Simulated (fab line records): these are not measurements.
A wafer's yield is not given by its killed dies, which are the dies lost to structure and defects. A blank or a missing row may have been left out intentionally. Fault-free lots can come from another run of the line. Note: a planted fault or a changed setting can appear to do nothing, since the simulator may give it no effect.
Which tool was responsible? | flow nandHarc | Sampling: 11 lots, 33 wafers, 5 of 1302 route steps

WHAT THE GAUGES SHOWED, per wafer
NHARC_P_M2_THK_MEAS_24: measures by xrf.
lot  | measured     | on           | thkNm (nm)
L368 | day 7 00:06  | filmMetro-01 | 144.5 146.3 145.2
L370 | day 7 14:08  | filmMetro-01 | 144.2 144.6 146.0
L369 | day 7 15:31  | filmMetro-01 | 143.6 143.6 144.6
L371 | day 8 16:24  | filmMetro-02 | 143.5 143.8 142.9
L373 | day 9 02:38  | filmMetro-02 | 145.7 145.6 145.3
L376 | day 10 02:49 | filmMetro-01 | 143.3 143.4 143.7
L377 | day 11 01:04 | filmMetro-01 | 142.8 143.3 143.1
L378 | day 11 04:52 | filmMetro-02 | 143.6 144.0 147.0
L380 | day 12 21:58 | filmMetro-01 | 143.7 143.0 142.2
L389 | day 15 13:08 | filmMetro-02 | 143.1 145.2 144.5
L390 | day 16 00:38 | filmMetro-02 | 141.9 144.0 143.5

WHICH TOOL RAN EACH LOT (tool, then ch and the chambers of the sampled wafers, then the start)
lot  | NHARC_P_M2_ETCH_28                           | NHARC_P_M2_PVD_20                      | NHARC_P_M2_ECD_22             | NHARC_P_M2_CMP_23
L368 | rieDiel-13 ch 0,1, day 6 23:10 or earlier    | pvdSputter-01, day 6 23:10 or earlier  | ecdCu-02 ch 0,1, day 6 23:10  | cmp-02 ch 0,1,2, day 6 23:49
L370 | rieDiel-09 ch 2,3, day 7 13:05 or earlier    | pvdSputter-02, day 7 13:05 or earlier  | ecdCu-02 ch 0,1, day 7 13:05  | cmp-02 ch 0,1,3, day 7 13:49
L369 | rieDiel-08 ch 1,2,3, day 7 14:29 or earlier  | pvdSputter-03, day 7 14:29 or earlier  | ecdCu-02 ch 0,1, day 7 14:29  | cmp-02 ch 1,2,3, day 7 15:12
L371 | rieDiel-09 ch 2,3, day 8 15:25 or earlier    | pvdSputter-01, day 8 15:25 or earlier  | ecdCu-01 ch 0, day 8 15:25    | cmp-02 ch 0,1,3, day 8 16:05
L373 | rieDiel-13 ch 1,3, day 9 01:38 or earlier    | pvdSputter-02, day 9 01:38 or earlier  | ecdCu-02 ch 0,1, day 9 01:38  | cmp-04 ch 0,2,3, day 9 02:20
L376 | rieDiel-09 ch 2,3, day 10 01:47 or earlier   | pvdSputter-01, day 10 01:47 or earlier | ecdCu-01 ch 0,1, day 10 01:47 | cmp-04 ch 0,1,3, day 10 02:32
L377 | rieDiel-09 ch 0,2,3, day 11 00:03 or earlier | pvdSputter-02, day 11 00:03 or earlier | ecdCu-01 ch 0,1, day 11 00:03 | cmp-04 ch 0,1,3, day 11 00:46
L378 | rieDiel-09 ch 1,2,3, day 11 03:50 or earlier | pvdSputter-02, day 11 03:50 or earlier | ecdCu-01 ch 0,1, day 11 03:50 | cmp-02 ch 1,2,3, day 11 04:34
L380 | rieDiel-09 ch 0,2,3, day 12 20:56 or earlier | pvdSputter-01, day 12 20:56 or earlier | ecdCu-01 ch 0,1, day 12 20:56 | cmp-04 ch 0,1,3, day 12 21:39
L389 | rieDiel-09 ch 1,3, day 15 12:08 or earlier   | pvdSputter-03, day 15 12:08 or earlier | ecdCu-02 ch 0, day 15 12:08   | cmp-01 ch 0,2, day 15 12:49
L390 | rieDiel-09 ch 1,2, day 15 23:39 or earlier   | pvdSputter-03, day 15 23:39 or earlier | ecdCu-02 ch 0,1, day 15 23:39 | cmp-02 ch 1,2,3, day 16 00:25
- NHARC_P_M2_ETCH_28: etches the open film in CF4/N2, target depth 30 nm, time 72.99 s.
- NHARC_P_M2_PVD_20: deposits TaN, target thk 5 nm, time 8.06 s.
- NHARC_P_M2_ECD_22: material Cu, target thk 400 nm.
- NHARC_P_M2_CMP_23: polishes, t overpolish 20 s, target thk 144.3 nm.

WHAT THE TOOLS THEMSELVES READ (means of the sampled wafers that have a number; where no wafer has one, the mark that the record gives instead)
NHARC_P_M2_ETCH_28.
lot  | tool       | drypumpMotorCurrentA (A) | oesProductAu (a.u.) | rfVppV (V) | showerheadPlenumPTorr (Torr) | throttleValvePct (%)
L368 | rieDiel-13 | 5.5                      | 1.006               | 313.2      | 2.54                         | 19.791
L370 | rieDiel-09 | 5.4                      | 0.995               | 314.0      | 2.63                         | 19.802
L369 | rieDiel-08 | 5.9                      | 0.991               | 315.8      | 2.75                         | 19.797
L371 | rieDiel-09 | 5.6                      | 1.001               | 313.6      | 2.62                         | 19.790
L373 | rieDiel-13 | 5.3                      | 0.997               | 313.2      | 2.56                         | 19.786
L376 | rieDiel-09 | 5.6                      | 1.002               | 314.2      | 2.62                         | 19.793
L377 | rieDiel-09 | 5.3                      | 1.003               | 315.0      | 2.65                         | 19.783
L378 | rieDiel-09 | 5.7                      | 0.995               | 313.8      | 2.64                         | 19.790
L380 | rieDiel-09 | 5.3                      | 1.002               | 314.7      | 2.64                         | 19.797
L389 | rieDiel-09 | 6.1                      | 0.992               | 315.3      | 2.64                         | 19.799
L390 | rieDiel-09 | 5.5                      | 0.996               | 313.7      | 2.64                         | 19.787

NHARC_P_M2_PVD_20.
lot  | tool          | throttleValvePct (%)
L368 | pvdSputter-01 | 30.3
L370 | pvdSputter-02 | 30.0
L369 | pvdSputter-03 | 30.3
L371 | pvdSputter-01 | 29.8
L373 | pvdSputter-02 | 29.7
L376 | pvdSputter-01 | 30.7
L377 | pvdSputter-02 | 30.0
L378 | pvdSputter-02 | 29.9
L380 | pvdSputter-01 | 29.9
L389 | pvdSputter-03 | 29.6
L390 | pvdSputter-03 | 30.2

NHARC_P_M2_CMP_23.
lot  | tool   | edgeZonePressureFrac | motorCurrentA (A) | retainingRingPressureFrac | timeToEndpointS (s)
L368 | cmp-02 | 0.997                | 11.8              | 1.000                     | 28.8
L370 | cmp-02 | 0.996                | 11.2              | 1.000                     | 28.6
L369 | cmp-02 | 0.997                | 11.8              | 1.002                     | 29.3
L371 | cmp-02 | 1.006                | 11.7              | 1.000                     | 29.9
L373 | cmp-04 | 1.003                | 13.9              | 0.998                     | 31.9
L376 | cmp-04 | 1.002                | 14.2              | 0.999                     | 27.8
L377 | cmp-04 | 1.001                | 13.8              | 1.000                     | 29.6
L378 | cmp-02 | 0.998                | 11.7              | 1.002                     | 30.9
L380 | cmp-04 | 0.993                | 13.9              | 1.001                     | 33.6
L389 | cmp-01 | 1.001                | 11.3              | 1.001                     | 28.1
L390 | cmp-02 | 1.001                | 12.0              | 1.004                     | 26.4

THE ANSWER, worked out from the rows above alone
Rule: what is usual is taken from the lots themselves. Put in order of their means at a reading, lots are off if they are a third of the lots or fewer, leave a main group of 4 or more, and stand apart from it by a gap of 3 or more times the standard deviation of the main group's means; of several such gaps the widest counts. The tables above print the reading to a certain number of digits; a main group whose means all agree to those digits is not used. A lot without any number at a reading at which 4 lots or more have one is off too. Where the step has rows for the other lots, those lots are counted as sound. First the gauges in route order, then the tools' own readings, where a lot's mean is used as printed above. At the first step where some lot is off, the reading lying furthest off is the one used; lots without a number count as furthest.
Across all readings shown, no lot is off: no conclusion can be drawn from this.

WHAT WAS PUT IN BY THE SIMULATOR
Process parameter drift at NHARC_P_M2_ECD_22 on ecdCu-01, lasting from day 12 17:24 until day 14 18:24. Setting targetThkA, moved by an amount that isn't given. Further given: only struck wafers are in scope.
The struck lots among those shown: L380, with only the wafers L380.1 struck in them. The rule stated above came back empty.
